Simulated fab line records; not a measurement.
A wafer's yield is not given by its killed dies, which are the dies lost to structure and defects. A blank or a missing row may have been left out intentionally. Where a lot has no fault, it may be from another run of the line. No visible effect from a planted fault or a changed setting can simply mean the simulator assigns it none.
Matching of chambers / flow n5 finfet / 3 sister chambers for N5_FIN_SAQP_HM_DEP_03 on pecvd-02
The step deposits SiNx from SiH4/NH3/N2, target thk 38 nm, time 33.6 s. 3 wafers are shown with their chamber, then 9 later ones without.

EACH WAFER AND ITS CHAMBER
wafer=L083.4; chamber=0; throttle valve pct (%)=42.3
wafer=L085.3; chamber=2; throttle valve pct (%)=38.6
wafer=L085.4; chamber=1; throttle valve pct (%)=41.9

WAFERS WHOSE CHAMBER IS MISSING
wafer=L087.3; throttle valve pct (%)=38.8
wafer=L087.5; throttle valve pct (%)=38.6
wafer=L087.6; throttle valve pct (%)=42.8
wafer=L091.1; throttle valve pct (%)=42.2
wafer=L091.2; throttle valve pct (%)=42.7
wafer=L091.6; throttle valve pct (%)=42.0
wafer=L093.1; throttle valve pct (%)=39.2
wafer=L093.3; throttle valve pct (%)=42.2
wafer=L093.4; throttle valve pct (%)=42.4

EACH ONE'S CHAMBER
wafer=L087.3; from the rows above=2; in truth=2
wafer=L087.5; from the rows above=2; in truth=2
wafer=L087.6; from the rows above=can't be placed: 0 or 1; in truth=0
wafer=L091.1; from the rows above=can't be placed: 0 or 1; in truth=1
wafer=L091.2; from the rows above=can't be placed: 0 or 1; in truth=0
wafer=L091.6; from the rows above=can't be placed: 1 or 0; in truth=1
wafer=L093.1; from the rows above=2; in truth=2
wafer=L093.3; from the rows above=can't be placed: 0 or 1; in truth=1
wafer=L093.4; from the rows above=can't be placed: 0 or 1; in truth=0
Correct placement for 3 of the 9. Not placeable from these rows: 6 (in 6, the candidates include the true chamber). Wrongly placed: 0.
How it was worked out, from the rows above alone: a wafer's distance from a chamber is the root of the sum, over the readings, of the square of ((its reading less the chamber's mean) divided by the reading's scatter). The wafer belongs to the nearest chamber; if the next one is less than 2 further off, it can't be placed. The mean given for a chamber averages the wafers shown for that chamber. The scatter: root of mean squared gap, hidden wafer to nearest shown wafer, with one shown wafer a chamber.
